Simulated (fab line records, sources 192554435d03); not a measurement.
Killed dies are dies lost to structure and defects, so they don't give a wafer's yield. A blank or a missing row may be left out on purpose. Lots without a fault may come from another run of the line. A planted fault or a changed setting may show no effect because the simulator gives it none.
Split-lot experiment | flow n5_finfet | 7 lots, 21 wafers read, on a route of 1938 steps

THE SPLIT
At N5_PASSIVATION_SPUTTER_20 (material TaN, target thk 50 nm), the setting target_thk_a was moved away from the recipe's 500 angstrom on 10 of the 21 wafers read, by -5.4% to +12.2%. The other wafers ran this setting at the recipe's value.

The reading is taken at the split's own step.

THE READING
TaN_of_PASSIVATION_SPUTTER_20.thk_nm (the simulator's own value, which no gauge read), in nm, at N5_PASSIVATION_SPUTTER_20 (material TaN, target thk 50 nm). The file gives no usual value for it. The 11 wafers here that ran the recipe average 50.2 nm, standard deviation 0.87 nm.

wafer  | tool, chamber at the split | target_thk_a as run, angstrom | against the recipe | TaN_of_PASSIVATION_SPUTTER_20.thk_nm, nm | against lot-mates on the recipe
L078.1 | pvd_sputter-03, -          | 544.5                         | +8.9%              | 54.4                                     | +3.4
L078.4 | pvd_sputter-03, -          | 500                           | recipe             | 51                                       | -
L078.6 | pvd_sputter-03, -          | 544.5                         | +8.9%              | 54.6                                     | +3.6
L077.1 | pvd_sputter-03, -          | 500                           | recipe             | 51                                       | -
L077.2 | pvd_sputter-03, -          | 561.2                         | +12.2%             | 56.4                                     | +5.4
L077.5 | pvd_sputter-03, -          | 561.2                         | +12.2%             | 57                                       | +6.0
L086.2 | pvd_sputter-02, -          | 500                           | recipe             | 50.8                                     | -
L086.4 | pvd_sputter-02, -          | 500                           | recipe             | 48.6                                     | -
L086.5 | pvd_sputter-02, -          | 500                           | recipe             | 49.6                                     | -
L087.2 | pvd_sputter-02, -          | 472.8                         | -5.4%              | 47.2                                     | -3.0
L087.3 | pvd_sputter-02, -          | 500                           | recipe             | 50.2                                     | -
L087.5 | pvd_sputter-02, -          | 472.8                         | -5.4%              | 47.4                                     | -2.8
L093.1 | pvd_sputter-02, -          | 500                           | recipe             | 49.4                                     | -
L093.2 | pvd_sputter-02, -          | 477.7                         | -4.5%              | 48.2                                     | -2.2
L093.6 | pvd_sputter-02, -          | 500                           | recipe             | 51.4                                     | -
L094.3 | pvd_sputter-01, -          | 539                           | +7.8%              | 54.4                                     | no lot-mate on the recipe
L094.4 | pvd_sputter-01, -          | 539                           | +7.8%              | 53.8                                     | no lot-mate on the recipe
L094.5 | pvd_sputter-01, -          | 539                           | +7.8%              | 52.8                                     | no lot-mate on the recipe
L097.3 | pvd_sputter-03, -          | 500                           | recipe             | 51                                       | -
L097.4 | pvd_sputter-03, -          | 500                           | recipe             | 49.2                                     | -
L097.6 | pvd_sputter-03, -          | 500                           | recipe             | 50.2                                     | -

THE FIT
A straight line over all 21 wafers: TaN_of_PASSIVATION_SPUTTER_20.thk_nm changes by +0.499 nm for each +1% of target_thk_a; r = +0.97; the points scatter about the line by 0.75 nm.
The same after taking each lot's own level away (the mean of its wafers on the recipe; 18 wafers): +0.458 nm for each +1%; r = +0.97; scatter 0.67 nm.
On that fit, the largest move of target_thk_a shifts the reading by 5.6 nm.
The lots' own levels span 49.67 to 51.00 nm, that is 1.5 times the standard deviation above.
So the lot-to-lot level changes the slope little: the two slopes agree.
Check: with one of the wafers moved furthest among these (+12.2%) left out of the fit, the line predicts +5.54 nm for it against its lot-mates. It came out at +5.4 nm against them.

OTHER SPLITS ON THESE WAFERS
These wafers also went through other splits before the reading. Each is held against what the fit with the lots' levels taken away leaves over:
other split on the same wafers    | wafers away from the commonest value | r with TaN_of_PASSIVATION_SPUTTER_20.thk_nm (lot level and that fit taken away)
N5_BEOL_M12_EXPOSE_07 dose_mj     | 6                                    | +0.09
N5_BEOL_M13_SPUTTER_44 time_s     | 6                                    | +0.27
N5_BEOL_M15_TRENCH_ETCH_34 bias_w | 8                                    | -0.41
N5_MIM_BOT_SPUTTER_00 time_s      | 8                                    | -0.06
N5_MIM_TOP_ALD_01 ald_cycles      | 8                                    | -0.04

THE FILE'S OWN FIT
TaN_of_PASSIVATION_SPUTTER_20.thk_nm changes by +0.454 nm for each +1% of target_thk_a, r = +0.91.
